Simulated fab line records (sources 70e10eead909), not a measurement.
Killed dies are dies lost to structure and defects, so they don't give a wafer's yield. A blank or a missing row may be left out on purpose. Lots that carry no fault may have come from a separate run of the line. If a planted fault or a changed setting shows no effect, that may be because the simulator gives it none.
fab line records	flow nand-harc
record lots=13	wafers=37	last-day=34
route steps=1302 shown A_CHANNEL_HOLE_D1@471 A_CHANNEL_FILL_D1@493 END@1302
lots untouched by any fault: they come from a run of this same line in which no faults occurred
start-h: hours from the record's opening day to when the first of the lot's shown wafers began	wait-h: hours from the lot's prior step to this one	" the same as in the row above	L1.1+2: a single row standing in for several wafers	- no value, or no start given	* or withheld: withheld	< > ~ a bound
route shown NAME@n: names a module that has steps shown in the file, with the first one's number in the route	usual: average and standard deviation across the fault-free wafers	same: alike in all rows	chamber/n: place in a boat	sites: the reading at each site	_std_site: the values' standard deviation	_edge_site: outer sites' mean less inner sites'	radius-mm: how far each site lies from the wafer's centre	mask NAME#n: copy n	behind: tool/chamber where the wafer was last shaped	hold: cause of the lot's hold/its duration in hours/its outcome	device: transistor that didn't switch, given as n, p or np	end of line: the route-end tests of the same wafers	step lacking rows: just its recipe	killed: the dies lost at the first sort to structure and to defects; this is not the yield of the wafer	map: dies across one wafer; x = killed, . = not, _ = none there
set.NAME: the setting that was run; set.NAME@STEP: the one run at that earlier step	model.NAME: the simulator's own value behind a step, which no gauge read
steps of the route over a sample of lots; a table a step, a row a wafer
services: the hour from which a tool's chamber was out of use, counted from the record's first day as start-h (under 0 if before that day), plus the number of hours and why
## steps
# step NHARC_A_CHANNEL_HOLE_D1_ETCH_19
# recipe bias-v=1200	source-w=2500	pressure-mtorr=15	time-s=34.5	ar-flow-sccm=375	c4f8-flow-sccm=28.8	o2-flow-sccm=96.2	temp-c=-20	target-depth-a=*	chemistry=C4F8/O2/Ar
# usual drypump-motor-current-A=5.2/0.54	showerhead-plenum-p-Torr=3.73/0.037	throttle-valve-pct=37.038/0.0092
lot.wafer	tool	chamber	start-h	wait-h	drypump-motor-current-A	rf-hours-counter-h	showerhead-plenum-p-Torr	throttle-valve-pct
L760.3	har-etch-01	1	186.89	0.1	4.7	-	3.78	37.030
L760.6	"	0	"	"	5.9	-	3.78	37.032
L760.5	"	1	"	"	4.8	-	3.78	37.044
L762.1	har-etch-02	0	200.32	0.1	4.7	298	3.72	37.043
L762.3	"	0	"	"	4.7	-	3.72	37.038
L762.4	"	1	"	"	5.1	-	3.81	37.035
L764.2	har-etch-01	1	224.39	3.5	4.7	111	3.76	37.032
L764.4	"	1	"	"	4.7	-	3.76	37.041
L764.3	"	0	"	"	5.9	-	3.76	37.051
L765.1	har-etch-01	0	230.66	0.1	5.9	115	3.76	37.041
L765.3	"	1	"	"	4.7	-	3.76	37.037
L765.4	"	0	"	"	5.9	-	3.76	37.033
L766.2	har-etch-01	0	239.23	0.1	5.9	118	3.76	37.049
L766.3	"	0	"	"	5.9	-	3.76	37.042
L766.4	"	1	"	"	4.7	-	3.76	37.048
L767.3	har-etch-01	1	259.76	1.1	4.8	-	3.75	37.040
L767.6	"	1	"	"	4.7	-	3.75	37.033
L767.5	"	0	"	"	5.9	-	3.75	37.036
L768.1	har-etch-02	0	266.99	0.1	4.7	341	3.70	37.054
L768.4	"	0	"	"	4.7	-	3.70	37.012
L768.6	"	0	"	"	4.7	-	3.70	37.034
L769.4	har-etch-01	1	279.55	0.1	4.7	-	3.75	37.018
L769.3	"	0	"	"	6.0	-	3.75	37.035
L769.6	"	0	"	"	5.9	-	3.75	37.045
L774.4	har-etch-02	1	330.34	0.1	5.1	-	3.77	37.029
L774.6	"	1	"	"	5.1	-	3.77	37.025
L775.3	har-etch-01	0	333.66	2.1	5.9	-	3.73	37.037
L775.6	"	1	"	"	4.7	-	3.73	37.053
L781.3	har-etch-02	0	396.39	3.2	4.7	-	3.66	37.042
L781.4	"	1	"	"	5.1	-	3.76	37.041
L781.6	"	0	"	"	4.7	-	3.66	37.014
L782.1	har-etch-01	1	403.58	2.3	4.7	222	3.70	37.032
L782.3	"	0	"	"	5.9	-	3.70	37.029
L782.4	"	1	"	"	4.7	-	3.70	37.044
L783.1	har-etch-02	0	416.47	0.8	4.7	15	3.65	37.043
L783.4	"	0	"	"	4.7	-	3.65	37.044
L783.5	"	0	"	"	4.7	-	3.65	37.036
# step NHARC_A_CHANNEL_HOLE_D1_ETCH_26
# recipe bias-v=300	source-w=2000	pressure-mtorr=30	time-s=224.1	ar-flow-sccm=375	c4f8-flow-sccm=11.4	o2-flow-sccm=113.6	temp-c=-20	target-depth-a=3000	chemistry=C4F8/O2/Ar
# usual drypump-motor-current-A=5.2/0.53	showerhead-plenum-p-Torr=3.74/0.038	throttle-valve-pct=24.584/0.0096
lot.wafer	tool	chamber	start-h	wait-h	drypump-motor-current-A	rf-hours-counter-h	showerhead-plenum-p-Torr	throttle-valve-pct
L760.3	har-etch-01	1	190.68	0.4	4.7	-	3.78	24.585
L760.6	"	0	"	"	5.9	-	3.78	24.583
L760.5	"	1	"	"	4.8	-	3.78	24.586
L762.1	har-etch-02	0	204.09	0.7	4.7	302	3.72	24.572
L762.3	"	0	"	"	4.7	-	3.72	24.562
L762.4	"	1	"	"	5.1	-	3.81	24.590
L764.2	har-etch-01	1	228.16	0.7	4.8	114	3.76	24.592
L764.4	"	1	"	"	4.7	-	3.77	24.571
L764.3	"	0	"	"	6.0	-	3.77	24.594
L765.1	har-etch-01	0	234.44	0.6	5.9	118	3.76	24.579
L765.3	"	1	"	"	4.8	-	3.76	24.584
L765.4	"	0	"	"	5.9	-	3.76	24.593
L766.2	har-etch-01	0	243.02	0.7	5.9	122	3.76	24.587
L766.3	"	0	"	"	6.0	-	3.76	24.568
L766.4	"	1	"	"	4.7	-	3.76	24.586
L767.3	har-etch-01	1	263.53	0.5	4.8	-	3.75	24.593
L767.6	"	1	"	"	4.8	-	3.75	24.584
L767.5	"	0	"	"	5.9	-	3.75	24.587
L768.1	har-etch-02	0	270.76	0.7	4.7	344	3.70	24.581
L768.4	"	0	"	"	4.7	-	3.70	24.576
L768.6	"	0	"	"	4.7	-	3.70	24.587
L769.4	har-etch-01	1	283.36	0.5	4.8	-	3.75	24.586
L769.3	"	0	"	"	6.0	-	3.75	24.585
L769.6	"	0	"	"	5.9	-	3.75	24.598
L774.4	har-etch-02	1	334.18	0.4	5.1	-	3.78	24.586
L774.6	"	1	"	"	5.1	-	3.77	24.591
L775.3	har-etch-01	0	337.46	0.5	5.9	-	3.73	24.583
L775.6	"	1	"	"	4.7	-	3.73	24.593
L781.3	har-etch-02	0	400.21	0.5	4.7	-	3.66	24.562
L781.4	"	1	"	"	5.1	-	3.76	24.587
L781.6	"	0	"	"	4.7	-	3.66	24.600
L782.1	har-etch-01	1	407.39	0.6	4.7	225	3.70	24.585
L782.3	"	0	"	"	5.9	-	3.70	24.589
L782.4	"	1	"	"	4.7	-	3.70	24.588
L783.1	har-etch-02	0	420.24	0.6	4.8	19	3.65	24.569
L783.4	"	0	"	"	4.7	-	3.65	24.602
L783.5	"	0	"	"	4.7	-	3.65	24.592
# step NHARC_A_CHANNEL_FILL_D1_ALD_03
# recipe target-thk-a=60	pulse-time-s=60	ald-cycles=58	temp-c=630	pressure-torr=2	material=SiNx
# usual ald-cycles=58/0	chamber-pressure-Torr=2.000/0.0044	precursor-pulse-height-rel=1.001/0.021
lot.wafer	tool	chamber	start-h	wait-h	ald-cycles	chamber-pressure-Torr	precursor-pulse-height-rel
L760.3	ald-sin-batch-03	0	-	-	58	1.988	1.015
L760.5	"	0	"	"	58	1.993	0.991
L760.6	"	0	"	"	58	1.998	1.021
L762.1	ald-sin-batch-03	0	-	-	58	2.000	0.997
L762.3	"	0	"	"	58	1.995	1.003
L762.4	"	0	"	"	58	2.002	1.027
L764.2	ald-sin-batch-02	0	-	-	58	2.012	1.029
L764.3	"	0	"	"	58	2.001	0.984
L764.4	"	0	"	"	58	2.001	1.046
L765.1	ald-sin-batch-01	0	-	-	58	1.999	1.034
L765.3	"	0	"	"	58	1.996	1.003
L765.4	"	0	"	"	58	1.988	0.978
L766.2	ald-sin-batch-03	0	-	-	58	1.997	1.009
L766.3	"	0	"	"	58	2.001	0.990
L766.4	"	0	"	"	58	1.999	1.003
L767.3	ald-sin-batch-03	0	-	-	58	1.995	1.016
L767.5	"	0	"	"	58	2.008	1.007
L767.6	"	0	"	"	58	2.006	0.964
L768.1	ald-sin-batch-03	0	-	-	58	1.999	0.989
L768.4	"	0	"	"	58	1.998	1.002
L768.6	"	0	"	"	58	2.000	1.032
L769.3	ald-sin-batch-03	0	-	-	58	2.003	1.020
L769.4	"	0	"	"	58	2.002	0.970
L769.6	"	0	"	"	58	1.994	1.007
L774.4	ald-sin-batch-03	0	-	-	58	2.003	0.978
L774.6	"	0	"	"	58	1.995	1.021
L775.3	ald-sin-batch-01	0	-	-	58	2.000	0.967
L775.6	"	0	"	"	58	1.994	1.061
L781.3	ald-sin-batch-01	0	-	-	58	2.008	1.014
L781.4	"	0	"	"	58	2.009	0.966
L781.6	"	0	"	"	58	2.003	1.020
L782.1	ald-sin-batch-01	0	-	-	58	1.993	1.033
L782.3	"	0	"	"	58	1.993	0.989
L782.4	"	0	"	"	58	1.994	1.013
L783.1	ald-sin-batch-01	0	-	-	58	2.001	0.997
L783.4	"	0	"	"	58	2.001	1.013
L783.5	"	0	"	"	58	1.998	0.961
# step NHARC_A_CHANNEL_FILL_D1_ALD_16
# recipe target-thk-a=15	pulse-time-s=10	ald-cycles=15	temp-c=300	material=SiO2
# usual ald-cycles=15/0	heater-power-w=478/55	precursor-pulse-height-rel=1.001/0.018
lot.wafer	tool	chamber	start-h	wait-h	ald-cycles	heater-power-w	precursor-pulse-height-rel
L760.3	ald-hk-04	3	204.94	0.0	15	463	1.009
L760.5	"	3	"	"	15	472	1.019
L760.6	"	0	"	"	15	528	1.013
L762.3	ald-hk-01	1	218.56	0.2	15	549	1.015
L762.4	"	2	"	"	15	497	0.995
L762.1	"	3	"	"	15	402	0.997
L764.3	ald-hk-01	3	242.50	0.1	15	400	1.029
L764.4	"	0	"	"	15	406	0.978
L764.2	"	2	"	"	15	504	0.985
L765.1	ald-hk-03	2	251.08	0.0	15	393	1.001
L765.4	"	3	"	"	15	539	0.979
L765.3	"	0	"	"	15	572	1.010
L766.2	ald-hk-01	0	258.33	0.0	15	402	0.961
L766.4	"	1	"	"	15	562	1.003
L766.3	"	2	"	"	15	501	1.010
L767.3	ald-hk-03	0	278.19	0.5	15	568	1.015
L767.6	"	3	"	"	15	533	1.015
L767.5	"	0	"	"	15	570	1.011
L768.1	ald-hk-04	0	285.02	0.0	15	501	0.997
L768.4	"	1	"	"	15	485	1.044
L768.6	"	1	"	"	15	493	0.977
L769.4	ald-hk-01	2	299.00	1.0	15	488	0.992
L769.3	"	3	"	"	15	417	1.000
L769.6	"	0	"	"	15	413	1.012
L774.4	ald-hk-04	3	348.68	0.1	15	449	1.024
L774.6	"	2	"	"	13	491	1.015
L775.3	ald-hk-04	3	352.07	0.1	13	453	1.015
L775.6	"	3	"	"	13	457	1.015
L781.3	ald-hk-04	0	414.94	0.2	15	518	0.974
L781.4	"	1	"	"	15	495	1.024
L781.6	"	2	"	"	15	486	1.004
L782.1	ald-hk-01	0	421.78	0.0	15	423	0.973
L782.4	"	1	"	"	15	510	0.984
L782.3	"	3	"	"	15	409	0.989
L783.4	ald-hk-01	0	435.18	0.1	15	424	1.028
L783.1	"	1	"	"	15	514	0.993
L783.5	"	3	"	"	15	403	0.985
# step NHARC_END_SORT_01
# recipe temp-c=25
# usual killed-at-array=56/17	killed-at-other=1.2/1.4	killed-at-periphery=4/3.2	killed-dies=61/16	killed-open=3.6/2.1	killed-short=2.7/1.8
# same gross-dies=677
lot.wafer	tool	chamber	start-h	wait-h	killed-at-array	killed-at-other	killed-at-periphery	killed-dies	killed-open	killed-short
L765.1	prober-02	0	609.42	2.5	34	1	14	49	4	8
L765.3	prober-02	0	611.02	3.1	22	3	4	29	2	3
L765.4	prober-02	0	611.82	3.4	23	1	10	34	4	4
L764.2	prober-01	0	611.85	2.8	60	0	4	64	3	2
L764.3	prober-01	0	612.63	3.1	71	0	3	74	6	1
L764.4	prober-01	0	613.41	3.3	74	0	2	76	4	5
L774.4	prober-01	0	708.92	3.4	64	0	3	67	0	0
L774.6	prober-01	0	710.52	4.0	76	3	2	81	5	2
L775.3	prober-01	0	715.93	3.1	57	2	1	60	4	2
L775.6	prober-01	0	718.33	4.0	48	0	2	50	7	1
# killed by level:class
L765.1 A_CHANNEL_HOLE_D2:chamber-film-flake=11 P_STI:chamber-film-flake=5 P_BONDPAD:chamber-film-flake=5 A_CHANNEL_HOLE_D1:chamber-film-flake=5 A_DECK1_JOINT:chamber-film-flake=4 A_ONON_D2:geometric-particle:short=3 A_ONON_D1:geometric-particle:short=2 P_CONTACT:geometric-particle:short=1
L765.3 A_CHANNEL_HOLE_D2:chamber-film-flake=16 THIN_TSV:chamber-film-flake=3 P_BONDPAD:chamber-film-flake=2 A_CHANNEL_HOLE_D1:chamber-film-flake=2 P_CONTACT:geometric-particle:open=1 A_ONON_D1:geometric-particle:open=1 A_CHANNEL_HOLE_D2:geometric-particle:short=1 A_STAIRCASE:geometric-particle:short=1
L765.4 A_CHANNEL_HOLE_D1:chamber-film-flake=6 A_CHANNEL_HOLE_D2:chamber-film-flake=5 P_STI:chamber-film-flake=3 P_ZERO_WELL:chamber-film-flake=3 P_BONDPAD:chamber-film-flake=3 P_CONTACT:geometric-particle:short=1 A_ONON_D1:geometric-particle:open=1 A_CHANNEL_FILL_D1:geometric-particle:short=1
L764.2 A_SLIT:chamber-film-flake=26 A_CHANNEL_HOLE_D2:chamber-film-flake=19 A_CONTACT:chamber-film-flake=5 A_ZERO_WELL:chamber-film-flake=3 A_CHANNEL_FILL_D1:chamber-film-flake=2 P_STI:geometric-particle:short=1 P_CONTACT:geometric-particle:open=1 P_M0:geometric-particle:open=1
L764.3 A_SLIT:chamber-film-flake=28 A_CHANNEL_HOLE_D2:chamber-film-flake=26 A_CONTACT:chamber-film-flake=6 A_CHANNEL_FILL_D1:geometric-particle:open=3 P_GATE:chamber-film-flake=3 A_ZERO_WELL:chamber-film-flake=2 A_ONON_D2:geometric-particle:open=1 A_CHANNEL_FILL_D2:geometric-particle:open=1
L764.4 A_CHANNEL_HOLE_D2:chamber-film-flake=29 A_SLIT:chamber-film-flake=26 A_CHANNEL_FILL_D2:chamber-film-flake=3 A_DECK1_JOINT:geometric-particle:short=2 A_CHANNEL_FILL_D2:geometric-particle:short=2 A_M0:geometric-particle:open=2 P_GATE:chamber-film-flake=2 A_STAIRCASE:chamber-film-flake=2
L774.4 A_CHANNEL_HOLE_D1:chamber-film-flake=29 A_CHANNEL_HOLE_D2:chamber-film-flake=26 A_CONTACT:chamber-film-flake=5 A_DECK1_JOINT:chamber-film-flake=2 A_SLIT:chamber-film-flake=2 P_ZERO_WELL:chamber-film-flake=1 P_GATE:chamber-film-flake=1 P_M2:chamber-film-flake=1
L774.6 A_CHANNEL_HOLE_D1:chamber-film-flake=37 A_CHANNEL_HOLE_D2:chamber-film-flake=18 A_CONTACT:chamber-film-flake=9 A_SLIT:chamber-film-flake=4 A_BLC:geometric-particle:open=2 THIN_TSV:chamber-film-flake=2 A_CHANNEL_HOLE_D1:geometric-particle:short=1 A_DECK1_JOINT:geometric-particle:short=1
L775.3 A_SLIT:chamber-film-flake=31 A_CONTACT:chamber-film-flake=9 A_CHANNEL_HOLE_D1:chamber-film-flake=6 A_CHANNEL_FILL_D1:geometric-particle:open=2 A_BLC:geometric-particle:open=2 A_CHANNEL_HOLE_D2:chamber-film-flake=2 THIN_TSV:chamber-film-flake=2 A_DECK1_JOINT:geometric-particle:short=1
L775.6 A_SLIT:chamber-film-flake=26 A_CHANNEL_HOLE_D1:chamber-film-flake=8 A_CONTACT:chamber-film-flake=6 P_M1:geometric-particle:open=2 A_ONON_D1:geometric-particle:open=1 A_CHANNEL_FILL_D1:geometric-particle:open=1 A_ONON_D2:geometric-particle:open=1 A_ONON_D2:geometric-particle:short=1
## services
tool	chamber	start-h	hours	kind
ald-sin-batch-02	-	192.71	16.7	repair
ald-hk-03	-	193.69	0.8	repair
ald-hk-03	-	212.07	10.0	pm
ald-hk-04	-	263.11	10.0	pm
ald-sin-batch-02	-	266.00	26.0	pm
ald-hk-03	-	277.52	0.6	repair
har-etch-02	1	286.17	-	consumable-replace:focus-ring
har-etch-02	1	286.17	17.0	scheduled-down
har-etch-02	1	286.17	17.0	vent-cycle
ald-hk-04	-	287.47	0.3	repair
ald-hk-01	0	299.11	10.0	vent-cycle
ald-hk-01	2	299.11	10.0	vent-cycle
ald-hk-01	3	299.11	10.0	vent-cycle
har-etch-02	-	320.28	0.7	repair
har-etch-02	-	379.36	17.0	pm
har-etch-02	0	379.36	17.0	vent-cycle
har-etch-02	1	379.36	17.0	vent-cycle
ald-hk-01	-	381.45	0.9	repair
har-etch-02	0	396.36	-	clean
har-etch-02	0	396.36	-	consumable-replace:esc
har-etch-02	0	396.36	-	consumable-replace:focus-ring
har-etch-02	1	396.36	-	clean
ald-sin-batch-03	-	397.26	18.5	repair
har-etch-02	-	428.05	0.5	repair
## key
first-sign step=NHARC_A_CHANNEL_FILL_D1_ALD_16	reading=ald-cycles	direction=down	sigmas=99+	usual=15	struck=13
effect none on later readings
met-at NHARC_A_CHANNEL_FILL_D1_ALD_16
struck-lots L774,L775
struck-wafers L774.6,L775.3,L775.6
tester-left-out L774,L775
not-acting-at NHARC_A_CHANNEL_HOLE_D1_ETCH_19,NHARC_A_CHANNEL_HOLE_D1_ETCH_26,NHARC_A_CHANNEL_FILL_D1_ALD_03
onset-between 285.02 348.68
fault kind=process-parameter-drift	tool=ald-hk-04	chamber=-	onset-h=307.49	steps=NHARC_A_CHANNEL_FILL_D1_ALD_16	channel=ald-cycles	offset=-2	shape=step	end-h=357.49	scope=struck-wafers-only	acts-in=these-recipes-only	stated=15
# tester-left-out: of these lots the tester's yield and bins aren't shown, on N5 and GAA mostly nor the transistor test; their killed dies are dies lost to structure and defects alone, not to doping, threshold or leakage, so they don't give the yield
